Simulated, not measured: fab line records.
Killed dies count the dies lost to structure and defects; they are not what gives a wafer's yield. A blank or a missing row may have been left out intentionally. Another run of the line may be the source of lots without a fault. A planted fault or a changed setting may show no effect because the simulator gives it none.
Comparing a struck lot with a sound one | flow nandHarc | 18 steps out of a route of 1302
Sound: the wafers L328.1, L328.2, L328.4. Struck: wafers L345.3, L345.6 (left out: L345.4, a lot-mate that was not struck); the cause follows at the end.
Each step with rows lists, per side, the tool, then ch with its chambers, then its first start. Under that, the readings that differ: sound wafers | struck wafers | difference of the means | sigmas: that difference in standard deviations of wafers without a fault.
alike: same words and numbers on both sides, and readings whose means sit less than 2 such deviations apart. not compared: any withheld reading, any reading some wafer has no value for, any bound like >300 that may hide the same value, and any number with overlapping values for which the record gives no deviation.
A row with sigmas, a row that says differs or no value, or rows on one side alone: a step with any of these is where the two part. Numbers that don't overlap but have no deviation are shown without sigmas and don't part them. A reading missing from all wafers of one side parts the sides only when that side holds two or more wafers.

NHARC_A_SGD_CUT_CD_MEAS_09: target cd 100 nm.
  sound on cdSem-01 ch 0, day 19 07:40; struck on cdSem-03 ch 0, day 26 10:29
  alike: cdNm
NHARC_A_SGD_CUT_OVL_MEAS_10:
  sound on overlay-02, day 19 07:45; struck on overlay-01, day 26 10:34
  alike: overlayXNm, overlayYNm
NHARC_A_SGD_CUT_INSPECT_11:
  sound on defectInspect-01, day 19 07:47; struck on defectInspect-01, day 26 10:36
reading        | sound       | struck | difference | sigmas
rawDefectCount | 118 127 112 | 44 62  | -66        | -2
NHARC_A_SGD_CUT_DESCUM_14: chemistry O2, time 3 s.
  sound on rieDiel-02 ch 0,1,3, day 19 07:51; struck on rieDiel-02 ch 0,1, day 26 10:40
  alike: drypumpMotorCurrentA, oesProductAu, rfVppV, showerheadPlenumPTorr, throttleValvePct
  not compared: rfHoursCounterH
then, 1 step without rows for these wafers: NHARC_A_SGD_CUT_ETCH_58 (etches the open film in CF4, target depth 39 nm, time 65 s).
NHARC_A_SGD_CUT_ETCH_59: etches the open film in N2/H2, target depth 260 nm, time 406.25 s.
  sound: rieDiel-02 ch 0,1,2; struck: rieDiel-02 ch 2,3
  alike: biasW, drypumpMotorCurrentA, oesProductAu, rfVppV, showerheadPlenumPTorr, throttleValvePct
  not compared: rfHoursCounterH
NHARC_A_SGD_CUT_ETCH_15: etches the open film in CH3F/O2, target depth 75 nm, time 64.3 s.
  sound: rieDiel-02 ch 0,1,3; struck: rieDiel-02 ch 0,1
  alike: biasW, drypumpMotorCurrentA, oesProductAu, rfVppV, showerheadPlenumPTorr, throttleValvePct
  not compared: rfHoursCounterH
NHARC_A_SGD_CUT_ETCH_16: etches the open film in C4F8/O2/Ar, target depth 310.5 nm, time 155.2 s.
  sound: rieDiel-02 ch 0,1,2; struck: rieDiel-02 ch 2,3
  alike: biasW, oesProductAu, rfVppV
  not compared: rfHoursCounterH
then, 1 step without rows for these wafers: NHARC_A_SGD_CUT_STRIP_60 (strips in C4F8/O2/Ar).
NHARC_A_SGD_CUT_STRIP_17: strips in O2.
  sound: rieDiel-02 ch 0,1,3; struck: rieDiel-02 ch 1,3
  alike: drypumpMotorCurrentA, oesProductAu, rfVppV, showerheadPlenumPTorr, throttleValvePct
  not compared: rfHoursCounterH
then, 2 steps without rows for these wafers: NHARC_A_SGD_CUT_PRECLEAN_18 (cleans in SC1); NHARC_A_SGD_CUT_SRD_19.
NHARC_A_SGD_CUT_DEP_20: deposits SiO2, target thk 150 nm.
  sound on fcvd-01 ch 0,1, day 19 08:58; struck on fcvd-02 ch 0,1, day 26 11:50
then, 1 step without rows for these wafers: NHARC_A_SGD_CUT_ANNEAL_27 (time 1800 s).
NHARC_A_SGD_CUT_CMP_21: polishes, target thk 148.19 nm.
  sound on cmp-04 ch 0,2,3, day 19 15:23; struck on cmp-01 ch 3, day 26 16:35
reading             | sound    | struck | difference | sigmas
timeToEndpointS (s) | 52 54 57 | 34 36  | -19        | -5
  alike: edgeZonePressureFrac, motorCurrentA, slurryFlowMlMin
NHARC_A_SGD_CUT_THK_MEAS_22: measures by ellipsometry.
  sound on filmMetro-01, day 19 15:38; struck on filmMetro-02, day 26 16:50
reading    | sound             | struck      | difference | sigmas
thkNm (nm) | 148.6 149.7 149.2 | 107.9 110.6 | -39.9      | -25
following that, these wafers have no rows for 1 step: NHARC_A_SGD_CUT_SRD_23.
-- jump in the record: it breaks off in module A_SGD_CUT and resumes in module END (first step shown: number 1302 of the route), and 5 days separate the struck wafers' starts before and after --
NHARC_END_SORT_01:
  sound on prober-02 ch 0, day 24 17:14; struck on prober-01 ch 0, day 31 16:37
  alike: killedAtArray, killedAtOther, killedAtPeriphery, killedDies, killedOpen, killedShort

== WHERE THEY PART ==
At NHARC_A_SGD_CUT_INSPECT_11 first; at NHARC_A_SGD_CUT_THK_MEAS_22 last (within this record only). Later steps at which nothing parts them and some readings are alike: NHARC_END_SORT_01.

WHY: what the simulator had put in
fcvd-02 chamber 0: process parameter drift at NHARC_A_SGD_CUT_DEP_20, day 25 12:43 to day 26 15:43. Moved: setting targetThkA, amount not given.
